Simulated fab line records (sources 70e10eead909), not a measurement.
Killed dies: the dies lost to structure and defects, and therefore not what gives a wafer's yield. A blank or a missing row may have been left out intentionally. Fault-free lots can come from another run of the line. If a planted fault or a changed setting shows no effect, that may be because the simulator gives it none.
Matching of chambers | flow nand_harc | NHARC_A_BLC_DESCUM_15 on rie_diel-01 has 4 sister chambers
The step chemistry O2, time 3 s. 4 wafers are shown with their chamber, then 12 later ones without.

== EACH WAFER AND ITS CHAMBER ==
wafer  | chamber | showerhead_plenum_p_Torr (Torr)
L087.5 | 0       | 1.92
L090.2 | 3       | 1.90
L090.5 | 1       | 1.82
L090.6 | 2       | 2.00

== WAFERS WITH NO CHAMBER GIVEN ==
wafer  | showerhead_plenum_p_Torr (Torr)
L094.3 | 1.90
L094.4 | 1.99
L094.6 | 1.82
L095.1 | 1.92
L095.4 | 1.90
L095.5 | 1.90
L097.3 | 1.92
L097.4 | 1.90
L097.6 | 1.90
L096.2 | 1.82
L096.3 | 1.90
L096.6 | 1.90

== WHICH CHAMBER EACH ONE RAN IN ==
wafer  | from the rows above | in truth
L094.3 | 3                   | 3
L094.4 | 2                   | 2
L094.6 | 1                   | 1
L095.1 | 0                   | 0
L095.4 | 3                   | 3
L095.5 | 3                   | 3
L097.3 | 0                   | 0
L097.4 | 3                   | 3
L097.6 | 3                   | 3
L096.2 | 1                   | 1
L096.3 | 3                   | 3
L096.6 | 3                   | 3
Correctly placed: 12 of 12. Number that these rows cannot place: 0. 0 placed wrongly.
How it was worked out, from the rows above alone: a wafer's distance from a chamber is the root of the sum, over the readings, of the square of ((its reading less the chamber's mean) divided by the reading's scatter). If the next closest chamber is less than 2 further off than the closest, the wafer can't be placed; otherwise it belongs to the closest. For every chamber, the mean is computed from those of its wafers that are shown. The scatter (one wafer shown for each chamber): square how far every hidden wafer sits from the nearest shown wafer, average those squares and take the square root.
